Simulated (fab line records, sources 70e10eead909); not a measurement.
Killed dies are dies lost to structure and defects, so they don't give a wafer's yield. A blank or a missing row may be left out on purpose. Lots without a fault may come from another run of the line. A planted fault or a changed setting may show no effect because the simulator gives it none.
Chamber matching | flow nand_harc | NHARC_A_WL_FILL_ALD_19 on ald_metal-04: 4 sister chambers
The step deposits TiN, target thk 2 nm, pulse time 3 s, ald cycles 100. 24 wafers are shown with their chamber, then 12 later ones without.

WAFERS WITH THEIR CHAMBER
wafer  | chamber | heater_power_w (W) | precursor_pulse_height_rel
L074.1 | 1       | 1055               | 1.009
L074.4 | 2       | 934                | 0.991
L074.5 | 3       | 1065               | 1.019
L078.1 | 1       | 1038               | 0.968
L078.2 | 0       | 1067               | 0.969
L078.6 | 2       | 922                | 0.984
L078.3 | 2       | 925                | 1.018
L078.4 | 0       | 1054               | 0.999
L078.5 | 1       | 1016               | 1.021
L081.2 | 0       | 1051               | 1.020
L081.3 | 2       | 929                | 1.017
L081.5 | 0       | 1046               | 1.026
L079.1 | 2       | 931                | 1.017
L079.3 | 1       | 1028               | 0.999
L079.5 | 1       | 1012               | 1.014
L079.2 | 0       | 1082               | 0.983
L079.4 | 3       | 1096               | 0.978
L079.6 | 2       | 951                | 0.989
L085.1 | 0       | 1058               | 1.024
L085.3 | 2       | 905                | 1.017
L085.5 | 3       | 1067               | 0.970
L091.3 | 1       | 1000               | 1.025
L091.5 | 2       | 908                | 0.992
L091.6 | 3       | 1071               | 0.963

SIGNATURES (means of the wafers above)
reading                    | chamber 0 | chamber 1 | chamber 2 | chamber 3 | scatter within a chamber
heater_power_w             | 1059.67   | 1024.83   | 925.62    | 1074.75   | 15.7
precursor_pulse_height_rel | 1.00350   | 1.00600   | 1.00313   | 0.98250   | 0.0206
Rule: a wafer's distance from a chamber is the root of the sum, over the readings, of the square of ((its reading less the chamber's mean) divided by the reading's scatter). The wafer belongs to the nearest chamber; if the next one is less than 2 further off, it can't be placed. The scatter: the root of (the sum of the squares of (reading less its chamber's mean) over the shown wafers, divided by (wafers less chambers)).

WAFERS WITHOUT THEIR CHAMBER
wafer  | heater_power_w (W) | precursor_pulse_height_rel
L093.2 | 1067               | 0.992
L093.4 | 926                | 1.014
L093.6 | 1054               | 0.980
L090.1 | 978                | 1.007
L090.2 | 1057               | 0.976
L090.3 | 1062               | 0.982
L090.4 | 924                | 1.018
L090.5 | 1000               | 0.997
L090.6 | 928                | 1.009
L092.1 | 992                | 1.036
L092.3 | 887                | 0.991
L092.4 | 1058               | 1.024

WHICH CHAMBER EACH WENT THROUGH
wafer  | from the rows above          | in truth
L093.2 | can't be placed: 3 or 0      | 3
L093.4 | 2                            | 2
L093.6 | can't be placed: 0 or 3 or 1 | 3
L090.1 | can't be placed: 1 or 2      | 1
L090.2 | can't be placed: 3 or 0 or 1 | 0
L090.3 | can't be placed: 3 or 0 or 1 | 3
L090.4 | 2                            | 2
L090.5 | 1                            | 1
L090.6 | 2                            | 2
L092.1 | can't be placed: 1 or 2      | 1
L092.3 | 2                            | 2
L092.4 | can't be placed: 0 or 3 or 1 | 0
Placed correctly: 5 of 12. Can't be placed from these rows: 7 (the true chamber is among the candidates in 7). Placed wrongly: 0.
